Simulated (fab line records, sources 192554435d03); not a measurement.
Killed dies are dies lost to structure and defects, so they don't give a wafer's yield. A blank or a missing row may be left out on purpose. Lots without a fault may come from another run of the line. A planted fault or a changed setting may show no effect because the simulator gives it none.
Problem report in the 8D (eight disciplines) form, filled by code | flow n5_finfet | the parts of the form that need people (team, actions taken, sign-off) are left out

1. THE PROBLEM
rf_fwd_power_W at N5_FIN_SAQP_MANDREL_ETCH_22 reads a mean of 602.9 W on 2 wafers of 2 lots; wafers without a fault read 795.7 W with a standard deviation of 2.6. That is -74 standard deviations from the usual mean.
The step: etches a-Si in HBr/Cl2, stops on SiNx, target depth 60 nm, bt time 10 s, time 30 s.
First seen on wafer L883.2, day 5 05:31, on rie_si-01. The record holds 27 wafers of 9 lots with a number at this step. Rule for "out", or "out of limits": more than 4 standard deviations from the usual mean. The other wafers with a number count as sound.

2. WHAT IT IS AND WHAT IT IS NOT
question                    | is               | is not
which readings at this step | rf_fwd_power_W   | HBr_flow_sccm, bias_w, drypump_motor_current_A, oes_product_au, throttle_valve_pct
which lots                  | L883, L884       | L874, L879, L880, L881, L882, L885, L888
which wafers of those lots  | L883.2, L884.4   | L883.4, L883.5, L884.3, L884.5
read on which tools         | rie_si-01        | rie_si-03, rie_si-06
when                        | from day 5 05:31 | up to then (17 sound wafers); but 8 sound wafers of L884, L885, L888 came after

3. SUSPECTS, AND WHAT RULES EACH OUT
Counting: a tool at a process step up to the reading stays a suspect if it ran every lot that is out. Sound lots after the first of them don't rule it out here, since some wafers of a struck lot are sound.
- rie_si-01 at N5_FIN_SAQP_MANDREL_ETCH_22 (etches a-Si in HBr/Cl2, stops on SiNx, target depth 60 nm, bt time 10 s, time 30 s): kept. It ran every lot that is out, first L883 (day 5 05:31); its last sound lot up to then is L881 (day 4 17:00). Its own readings are out on those wafers: rf_fwd_power_W.
- Within rie_si-01 at N5_FIN_SAQP_MANDREL_ETCH_22: the wafers that are out ran in chamber 0; their sound lot-mates ran in chambers 1, 2, 3.
Left after counting: rie_si-01 at N5_FIN_SAQP_MANDREL_ETCH_22.

4. THE CAUSE (what the simulator had put in)
Process parameter drift: rie_si-01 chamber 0, from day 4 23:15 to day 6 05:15, at N5_FIN_SAQP_MANDREL_ETCH_22. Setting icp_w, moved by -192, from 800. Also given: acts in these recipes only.
Counting left only this tool.

5. THE CHAIN OF EFFECTS, in route order
Each row: a reading whose mean over the struck wafers that have a number lies more than 3 standard deviations from the usual. Only readings for which the record gives a usual standard deviation are gone through. hours: the time from each lot's start at the first step in this table that gives one to its start at this step, as a median over the lots. sigmas: the change in usual standard deviations.
hours | step                        | reading        | usual   | on struck wafers | change | sigmas
0     | N5_FIN_SAQP_MANDREL_ETCH_22 | rf_fwd_power_W | 795.7 W | 602.9            | -192.9 | -74
The process steps in it:
- N5_FIN_SAQP_MANDREL_ETCH_22: etches a-Si in HBr/Cl2, stops on SiNx, target depth 60 nm, bt time 10 s, time 30 s.
Later measuring or inspecting steps at which every struck wafer that the step has a row for has a number for every such reading, and none has moved that far: N5_BEOL_M4_RC_MEAS_101.

6. WHAT WOULD HAVE CAUGHT IT SOONER
In this record the first reading out of limits was taken at day 5 05:31, 6 hours after the fault began at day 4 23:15.
